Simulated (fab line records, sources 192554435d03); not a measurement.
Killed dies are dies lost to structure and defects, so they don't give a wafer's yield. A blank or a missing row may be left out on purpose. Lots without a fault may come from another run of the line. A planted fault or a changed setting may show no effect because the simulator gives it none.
fab line records | flow n5_finfet
record lots=6 wafers=18 last_day=18
route steps=1938 shown BEOL_M12@1616
lots that met no fault: from a run of the same line without faults
start_h: hours from the record's first day to the start of the lot's first wafer shown | wait_h: hours since the lot's step before | " the same as in the row above | L1.1+2: a row that stands for several wafers | - no value, or no start given | * or withheld: withheld | < > ~ a bound
route shown NAME@n: a module of which the file shows steps, and the number in the route of the first | usual: mean/standard deviation of fault-free wafers | same: alike in all rows | chamber/n: place in a boat | sites: the reading at each site | _std_site: their standard deviation | _edge_site: outer sites' mean less inner sites' | radius_mm: how far each site lies from the wafer's centre | mask NAME#n: copy n | behind: the tool/chamber that last shaped the wafer | hold: why the lot was held/for how many hours/how that ended | device: the transistor (n, p or np) that didn't switch | end of line: the same wafers' tests at the end of the route | a step without rows: its recipe alone | killed: dies lost to structure and defects at the first sort, not the wafer's yield | map: a wafer's dies, x killed, . not, _ none there
set.NAME: the setting as run; set.NAME@STEP: as run at that earlier step | model.NAME: the simulator's own value behind a step, which no gauge read
lots at some steps of the route; a table a step, a row a wafer
services: from which hour (start_h, from the record's first day; less than 0 if before it) a tool's chamber was out of use, for how many hours, and why
## steps
# step N5_BEOL_M12_ETCH_59
# recipe chemistry=N2/H2 target=BARC target_depth_a=890 overetch_a=267 time_s=67.9 ion_energy_ev=200 pressure_mtorr=30 source_w=840 bias_w=150 n2_flow_sccm=200 h2_flow_sccm=200
# usual chamber_pressure_mTorr=30.000/0.026 drypump_motor_current_A=5.9/0.41 oes_product_au=0.70/0.084 rf_vpp_V=522.9/2.5 showerhead_plenum_p_Torr=2.50/0.09 throttle_valve_pct=17.78/0.24
# columns lot.wafer tool chamber start_h wait_h chamber_pressure_mTorr drypump_motor_current_A oes_product_au rf_hours_counter_h rf_vpp_V showerhead_plenum_p_Torr throttle_valve_pct
L569.1 rie_diel-03 1 251.44 0.0 29.995 6.4 0.65 147 525.9 2.53 17.81
L569.4 " 2 " " 30.000 5.5 0.81 13 521.9 2.48 17.47
L569.6 " 1 " " 30.012 6.4 0.64 - 523.9 2.53 17.80
L578.1 rie_diel-02 1 315.74 0.0 30.030 5.4 0.60 235 523.5 2.63 17.97
L578.4 " 2 " " 30.025 5.8 0.73 41 521.0 2.47 17.74
L578.6 " 0 " " 29.971 6.3 0.61 - 516.2 2.32 18.04
L579.2 rie_diel-02 0 316.01 0.0 30.033 6.3 0.61 195 518.8 2.32 18.05
L579.3 " 2 " " 29.968 5.8 0.73 41 522.2 2.47 17.76
L579.5 " 3 " " 30.016 5.9 0.68 - 521.9 2.44 17.90
L587.2 rie_diel-02 0 350.83 0.0 30.032 6.4 0.60 208 516.5 2.32 18.08
L587.3 " 2 " " 30.023 5.8 0.72 57 521.6 2.46 17.78
L587.4 " 2 " " 30.010 5.8 0.72 - 521.6 2.46 17.77
L589.1 rie_diel-05 3 373.06 0.0 29.987 6.5 0.78 16 525.8 2.61 17.98
L589.4 " 2 " " 30.038 5.5 0.70 91 521.7 2.45 17.58
L589.6 " 3 " " 30.052 6.5 0.79 - 526.4 2.61 17.99
L590.2 rie_diel-05 0 388.34 0.0 29.984 5.8 0.76 44 525.6 2.58 17.44
L590.4 " 0 " " 29.954 5.8 0.76 - 524.6 2.58 17.41
L590.6 " 3 " " 29.971 6.5 0.78 - 524.5 2.61 17.99
# step N5_BEOL_M12_VIA_ETCH_16
# recipe chemistry=C4F8/O2/Ar target=SiOC pressure_mtorr=30 source_w=3000 bias_w=700 Ar_flow_sccm=400 C4F8_flow_sccm=15 O2_flow_sccm=8 he_inner_torr=15 he_outer_torr=30 target_depth_a=7248 time_s=withheld ion_energy_ev=250 ends=cleared
# usual chamber_pressure_mTorr=30.004/0.025 drypump_motor_current_A=5.9/0.41 oes_product_au=0.74/0.093 rf_vpp_V=664/3.1 showerhead_plenum_p_Torr=3.37/0.11 throttle_valve_pct=24.13/0.22
# columns lot.wafer tool chamber start_h wait_h chamber_pressure_mTorr drypump_motor_current_A oes_product_au rf_vpp_V showerhead_plenum_p_Torr throttle_valve_pct
L569.1 rie_diel-03 1 251.49 0.0 30.022 6.4 0.68 667 3.43 24.34
L569.4 " 2 " " 30.004 5.5 0.87 664 3.35 23.86
L569.6 " 1 " " 29.990 6.4 0.68 665 3.43 24.32
L578.1 rie_diel-02 1 315.80 0.0 30.025 5.4 0.62 667 3.54 24.23
L578.4 " 2 " " 29.983 5.8 0.78 664 3.33 24.11
L578.6 " 0 " " 30.040 6.4 0.63 658 3.14 24.36
L579.2 rie_diel-02 0 316.06 0.0 30.002 6.4 0.64 655 3.14 24.37
L579.3 " 2 " " 29.986 5.8 0.79 662 3.33 24.12
L579.5 " 3 " " 29.970 5.9 0.71 663 3.29 24.28
L587.2 rie_diel-02 0 350.88 0.0 30.029 6.4 0.63 656 3.13 24.39
L587.3 " 2 " " 29.998 5.8 0.76 663 3.33 24.14
L587.4 " 2 " " 30.001 5.8 0.77 663 3.33 24.13
L589.1 rie_diel-05 3 373.11 0.0 30.000 6.5 0.85 668 3.50 24.31
L589.4 " 2 " " 29.995 5.5 0.73 663 3.32 23.95
L589.6 " 3 " " 29.997 6.5 0.84 667 3.50 24.28
L590.2 rie_diel-05 0 388.39 0.0 30.018 5.7 0.81 667 3.47 23.77
L590.4 " 0 " " 30.015 5.8 0.80 667 3.47 23.76
L590.6 " 3 " " 30.019 6.5 0.82 667 3.49 24.30
# step N5_BEOL_M12_STRIP_63
# recipe chemistry=N2/H2 power_w=1000 temp_c=250 h2_frac=0.65 overash_fraction=0.3 pressure_mtorr=1000 n2_flow_sccm=1750 h2_flow_sccm=3250
# usual chamber_pressure_mTorr=1000.0/0.81 drypump_motor_current_A=5.70/0.27 heater_power_w=318/26 oes_product_au=0.693/0.0047 strip_time_to_endpoint_s=42.5/0.93
# columns lot.wafer tool chamber start_h wait_h chamber_pressure_mTorr drypump_motor_current_A heater_power_w oes_product_au rf_hours_counter_h strip_time_to_endpoint_s
L569.1 plasma_asher-01 0 251.69 - 999.7 5.73 313 0.701 104 43.3
L569.4 " 0 " " 1000.2 5.71 311 0.688 - 42.4
L569.6 " 1 " " 999.5 6.01 294 0.693 - 43.4
L578.1 plasma_asher-01 0 316.07 - 999.2 5.71 314 0.695 122 43.2
L578.4 " 0 " " 999.1 5.71 319 0.683 - 41.4
L578.6 " 1 " " 999.7 6.02 287 0.688 - 43.0
L579.2 plasma_asher-01 1 316.41 - 998.2 6.02 287 0.693 123 43.7
L579.3 " 0 " " 1000.0 5.72 312 0.696 - 44.0
L579.5 " 1 " " 999.3 6.02 295 0.696 - 43.3
L587.2 plasma_asher-02 1 351.08 - 997.5 5.36 356 0.700 85 42.3
L587.3 " 0 " " 999.5 5.36 342 0.690 - 42.3
L587.4 " 1 " " 1000.9 5.35 355 0.695 - 41.3
L589.1 plasma_asher-01 0 373.58 - 1000.0 5.70 308 0.693 137 41.7
L589.4 " 0 " " 999.8 5.71 307 0.697 - 42.3
L589.6 " 0 " " 999.3 5.72 313 0.682 - 40.5
L590.2 plasma_asher-01 1 388.59 - 999.7 6.03 291 0.695 142 42.7
L590.4 " 1 " " 1000.5 6.05 300 0.699 - 42.6
L590.6 " 0 " " 999.5 5.73 310 0.701 - 42.3
# step N5_BEOL_M12_STRIP_64
# recipe chemistry=N2/H2 power_w=1000 temp_c=250 h2_frac=0.65 overash_fraction=0.3 pressure_mtorr=withheld n2_flow_sccm=1750 h2_flow_sccm=3250
# usual drypump_motor_current_A=5.70/0.27 heater_power_w=318/27 oes_product_au=0.715/0.0047 strip_time_to_endpoint_s=31.30/0.077
# columns lot.wafer tool chamber start_h wait_h drypump_motor_current_A heater_power_w oes_product_au rf_hours_counter_h strip_time_to_endpoint_s
L569.1 plasma_asher-01 0 251.75 0.0 5.72 301 0.709 104 31.22
L569.4 " 0 " " 5.69 309 0.721 - 31.19
L569.6 " 1 " " 6.03 292 0.710 - 31.13
L578.1 plasma_asher-01 0 316.13 0.0 5.72 310 0.713 122 31.41
L578.4 " 0 " " 5.74 307 0.714 - 31.27
L578.6 " 1 " " 6.01 298 0.712 - 31.35
L579.2 plasma_asher-01 1 316.47 0.0 6.04 292 0.713 123 31.39
L579.3 " 0 " " 5.71 315 0.709 - 31.33
L579.5 " 1 " " 6.06 297 0.721 - 31.45
L587.2 plasma_asher-02 1 351.14 0.0 5.37 360 0.709 85 31.23
L587.3 " 0 " " 5.36 351 0.703 - 31.33
L587.4 " 1 " " 5.36 367 0.710 - 31.28
L589.1 plasma_asher-01 0 373.64 0.0 5.71 306 0.718 137 31.21
L589.4 " 0 " " 5.72 310 0.714 - 31.21
L589.6 " 0 " " 5.71 306 0.716 - 31.25
L590.2 plasma_asher-01 1 388.65 0.0 6.05 291 0.709 142 31.31
L590.4 " 1 " " 6.02 291 0.720 - 31.37
L590.6 " 0 " " 5.70 310 0.712 - 31.35
# step N5_BEOL_M12_STRIP_71
# recipe chemistry=post_etch_residue_remover time_s=60 temp_c=25 remover_ph=withheld remover_water_wt_pct=withheld remover_fluoride_wt_pct=withheld
# step N5_BEOL_M12_SRD_72
# recipe time_s=30 temp_c=23 rinse_liquid=diw dry=n2_spin spin_rpm=1500 dry_time_s=30
# step N5_BEOL_M12_CD_MEAS_17
# recipe target_cd_nm=140 polarity=opening
# usual cd_nm=139.4/2.6
# columns lot.wafer tool chamber start_h wait_h cd_nm
L569.1 cd_sem-03 - 251.90 0.0 137.8
L569.4 " - " " 140.5
L569.6 " - " " 138.9
L578.1 cd_sem-01 - 316.27 0.0 138.3
L578.4 " - " " 139.9
L578.6 " - " " 145.0
L579.2 cd_sem-02 - 316.63 0.0 138.1
L579.3 " - " " 136.1
L579.5 " - " " 136.9
L587.2 cd_sem-03 - 351.29 0.0 138.2
L587.3 " - " " 143.2
L587.4 " - " " 137.7
L589.1 cd_sem-01 - 373.79 0.0 139.3
L589.4 " - " " 134.0
L589.6 " - " " 139.6
L590.2 cd_sem-02 - 388.80 0.0 140.3
L590.4 " - " " 143.0
L590.6 " - " " 136.6
# step N5_BEOL_M12_COAT_65
# recipe resist=SOC temp_c=250 time_s=60 spin_rpm=1500 resist_thk_nm=300
# step N5_BEOL_M12_COAT_66
# recipe resist=SiARC temp_c=220 time_s=60 spin_rpm=1500 resist_thk_nm=110
# step N5_BEOL_M12_COAT_22
# recipe spin_rpm=2888 resist_thk_nm=300
# step N5_BEOL_M12_EBR_24
# recipe solvent=PGMEA ebr_width_mm=1.5
# step N5_BEOL_M12_SOFTBAKE_23
# recipe temp_c=130 time_s=60
# step N5_BEOL_M12_EXPOSE_25
# recipe mask_id=M12 na=0.93 source_shape=conventional sigma_outer=0.4 polarization=unpolarized dose_mj=21.8
# usual exposure_dose_mJ_cm2=21.773/0.022 focus_offset_nm=0.1/0.58
# columns lot.wafer tool chamber start_h wait_h mask exposure_dose_mJ_cm2 focus_offset_nm
L569.1 krf_scanner-01 0 252.18 - M12#0 21.747 -0.3
L569.4 " 0 " " M12#0 21.772 -0.6
L569.6 " 0 " " M12#0 21.751 0.3
L578.1 krf_scanner-02 - 316.55 - M12#0 - -
L578.4 " - " " M12#0 - -
L578.6 " - " " M12#0 - -
L579.2 krf_scanner-01 - 316.91 - M12#0 - -
L579.3 " - " " M12#0 - -
L579.5 " - " " M12#0 - -
L587.2 krf_scanner-01 0 351.57 - M12#0 21.740 0.6
L587.3 " 0 " " M12#0 21.741 -0.2
L587.4 " 0 " " M12#0 21.741 0.4
L589.1 krf_scanner-01 0 373.95 - M12#0 21.753 0.3
L589.4 " 0 " " M12#0 21.767 -0.8
L589.6 " 0 " " M12#0 21.736 -0.3
L590.2 krf_scanner-02 0 388.96 - M12#0 21.806 -0.3
L590.4 " 0 " " M12#0 21.775 -0.6
L590.6 " 0 " " M12#0 21.810 0.4
# step N5_BEOL_M12_PEB_26
# recipe peb_temp_c=130 peb_time_s=90
## services
# columns tool chamber start_h hours kind
krf_scanner-02 - 247.31 0.8 pm
krf_scanner-01 - 250.84 1.0 pm
rie_diel-05 3 253.97 1.8 repair
rie_diel-02 1 259.41 3.0 repair
plasma_asher-02 - 264.42 4.5 repair
rie_diel-02 0 272.35 6.4 repair
rie_diel-03 3 272.91 8.3 repair
krf_scanner-01 - 273.01 4.0 pm
krf_scanner-01 - 279.73 1.3 pm
plasma_asher-02 - 285.72 15.6 pm
rie_diel-03 2 308.08 2.5 repair
rie_diel-03 3 308.34 5.9 repair
plasma_asher-02 - 310.10 2.7 repair
krf_scanner-02 - 311.07 4.0 pm
krf_scanner-01 - 314.06 2.6 repair
plasma_asher-02 - 314.53 4.3 repair
rie_diel-03 1 314.59 8.3 repair
rie_diel-05 2 335.38 4.5 repair
krf_scanner-01 - 338.39 4.4 pm
rie_diel-02 1 349.06 28.8 repair
krf_scanner-02 - 359.60 1.0 pm
krf_scanner-02 - 368.55 1.3 pm
krf_scanner-02 - 369.85 3.6 pm
rie_diel-05 1 385.92 10.7 repair
## key
first_sign step=N5_BEOL_M12_EXPOSE_25 reading=tool_record direction=missing
effect none on later readings
met_at N5_BEOL_M12_EXPOSE_25
struck_wafers L578.1,L578.4,L578.6,L579.2,L579.3,L579.5
later_rows_left_out L578.1,L578.4,L578.6,L579.2,L579.3,L579.5
sort_left_out L578.1,L578.4,L578.6,L579.2,L579.3,L579.5
onset_between 252.18 316.55
fault kind=skipped_step_whole tool=krf_scanner-01,krf_scanner-02 chamber=- onset_h=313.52 steps=N5_BEOL_M12_EXPOSE_25 scope=struck_lots_only
# sort_left_out: the simulated sort isn't trusted on such a fault, so these wafers' sort isn't shown, and their yield isn't known
# later_rows_left_out: the simulator's readings of these wafers behind a module that went badly wrong aren't trusted and aren't shown, but for the sort
